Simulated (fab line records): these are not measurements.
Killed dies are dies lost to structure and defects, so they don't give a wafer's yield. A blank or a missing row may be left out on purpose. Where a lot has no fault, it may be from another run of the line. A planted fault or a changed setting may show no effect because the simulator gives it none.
Which tool did it?	flow nand harc	route of 1302 steps, sampled at 1 step: 12 lots, 36 wafers

## WHAT EACH GAUGE READ, for each wafer
NHARC_A_CONTACT_OVL_MEAS_43.
lot	measured	on	overlay x nm (nm)
L074	day 21 22:41	overlay-02	-0.1 0.1 0.2
L077	day 23 05:05	overlay-02	-0.1 -0.4 -0.7
L078	day 24 02:40	overlay-01	0.9 0.6 1.0
L082	day 24 22:04	overlay-01	-0.5 -0.5 -0.4
L083	day 25 04:33	overlay-01	-0.7 -0.7 -0.1
L085	day 26 01:57	overlay-01	-0.8 -1.4 -1.4
L087	day 26 11:04	overlay-01	0.5 0.4 0.7
L089	day 27 21:04	overlay-01	-0.1 0.1 0.2
L091	day 28 12:22	overlay-02	-1.6 -1.7 -1.4
L093	day 29 12:03	overlay-02	-1.0 -1.2 -1.3
L094	day 29 20:20	overlay-02	1.6 0.9 0.7
L097	day 31 06:53	overlay-01	1.0 0.6 1.0

## WHICH TOOL RAN EACH LOT (tool, then ch and the chambers of the sampled wafers, then the start)
No process step before these readings appears in the record.

## THE ANSWER, worked out from the rows above alone
Rule: the usual values come from the lots themselves. The widest of any qualifying gaps counts: lots, ordered by their means at a reading, are off when they make up no more than a third of the lots, leave a main group of 4 or more, and stand apart from it by 3 or more times the standard deviation of that group's means. A main group is skipped when, at the precision printed for the reading in the tables above, its means are all equal. Also off: a lot with no number at a reading for which 4 or more lots have one. Any other lot the step has rows for is counted as sound.
Across all readings shown, no lot is off: no conclusion can be drawn from this.

## WHAT WAS PUT IN BY THE SIMULATOR
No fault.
